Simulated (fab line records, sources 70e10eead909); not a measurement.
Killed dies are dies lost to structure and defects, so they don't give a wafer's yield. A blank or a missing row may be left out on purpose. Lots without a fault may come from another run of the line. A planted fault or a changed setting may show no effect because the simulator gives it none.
Chamber matching | flow nand_harc | NHARC_P_BONDPAD_DEP_00 on pecvd-02: 3 sister chambers
The step deposits SiCN, target thk 250 nm. 6 wafers are shown with their chamber, then 7 later ones without.

WAFERS WITH THEIR CHAMBER
wafer  | chamber | heater_power_w (W) | heater_power_outer_w (W)
L078.6 | 2       | 493                | 249
L085.2 | 1       | 567                | 312
L085.5 | 2       | 492                | 249
L085.6 | 0       | 670                | 351
L089.2 | 1       | 577                | 325
L089.5 | 0       | 682                | 359

WAFERS WITHOUT THEIR CHAMBER
wafer  | heater_power_w (W) | heater_power_outer_w (W)
L089.6 | 485                | 242
L090.1 | 440                | 209
L090.2 | 602                | 335
L090.4 | 464                | 247
L094.3 | 416                | 194
L094.4 | 423                | 209
L094.6 | 621                | 329

WHICH CHAMBER EACH WENT THROUGH
wafer  | from the rows above     | in truth
L089.6 | 2                       | 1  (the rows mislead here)
L090.1 | 2                       | 2
L090.2 | 1                       | 1
L090.4 | 2                       | 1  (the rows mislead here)
L094.3 | 2                       | 2
L094.4 | 2                       | 2
L094.6 | can't be placed: 1 or 0 | 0
Placed correctly: 4 of 7. Can't be placed from these rows: 1 (the true chamber is among the candidates in 1). Placed wrongly: 2.
How it was worked out, from the rows above alone: a wafer's distance from a chamber is the root of the sum, over the readings, of the square of ((its reading less the chamber's mean) divided by the reading's scatter). The wafer belongs to the nearest chamber; if the next one is less than 2 further off, it can't be placed. A chamber's mean is the mean of its shown wafers. The scatter: the root of (the sum of the squares of (reading less its chamber's mean) over the shown wafers, divided by (wafers less chambers)).
